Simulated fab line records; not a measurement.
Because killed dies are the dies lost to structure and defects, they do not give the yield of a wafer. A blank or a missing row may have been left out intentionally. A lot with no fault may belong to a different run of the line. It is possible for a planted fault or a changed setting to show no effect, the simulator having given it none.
Chamber matching :: flow n5_finfet :: N5_BEOL_M0_PRE_CLEAN_131 on cvd_co-01: 3 sister chambers
The step time 15 s. 3 wafers are shown with their chamber, then 12 later ones without.

## WAFERS WITH THEIR CHAMBER
wafer: L087.6
chamber: 0
heater_power_w (W): 133

wafer: L090.2
chamber: 1
heater_power_w (W): 61

wafer: L090.4
chamber: 2
heater_power_w (W): 57

## WAFERS WHOSE CHAMBER IS MISSING
wafer: L093.1
heater_power_w (W): 58

wafer: L093.2
heater_power_w (W): 61

wafer: L093.3
heater_power_w (W): 131

wafer: L095.2
heater_power_w (W): 58

wafer: L095.4
heater_power_w (W): 61

wafer: L095.5
heater_power_w (W): 58

wafer: L096.1
heater_power_w (W): 61

wafer: L096.2
heater_power_w (W): 137

wafer: L096.4
heater_power_w (W): 59

wafer: L097.4
heater_power_w (W): 60

wafer: L097.5
heater_power_w (W): 135

wafer: L097.6
heater_power_w (W): 57

## EACH ONE'S CHAMBER
wafer: L093.1
from the rows above: can't be placed: 2 or 1
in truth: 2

wafer: L093.2
from the rows above: 1
in truth: 1

wafer: L093.3
from the rows above: 0
in truth: 0

wafer: L095.2
from the rows above: can't be placed: 2 or 1
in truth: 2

wafer: L095.4
from the rows above: 1
in truth: 1

wafer: L095.5
from the rows above: can't be placed: 2 or 1
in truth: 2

wafer: L096.1
from the rows above: 1
in truth: 1

wafer: L096.2
from the rows above: 0
in truth: 0

wafer: L096.4
from the rows above: can't be placed: 1 or 2
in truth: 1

wafer: L097.4
from the rows above: can't be placed: 1 or 2
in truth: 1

wafer: L097.5
from the rows above: 0
in truth: 0

wafer: L097.6
from the rows above: 2
in truth: 2
Correctly placed: 7 of 12. These rows do not allow placing 5 (true chamber among the candidates in 5). Wrongly placed: 0.
How it was worked out, from the rows above alone: a wafer's distance from a chamber is the root of the sum, over the readings, of the square of ((its reading less the chamber's mean) divided by the reading's scatter). If the next closest chamber is less than 2 further off than the closest, the wafer can't be placed; otherwise it belongs to the closest. For every chamber, the mean is computed from those of its wafers that are shown. The scatter: with one shown wafer a chamber, the root of the mean of the squares of how far each hidden wafer lies from its nearest shown one.
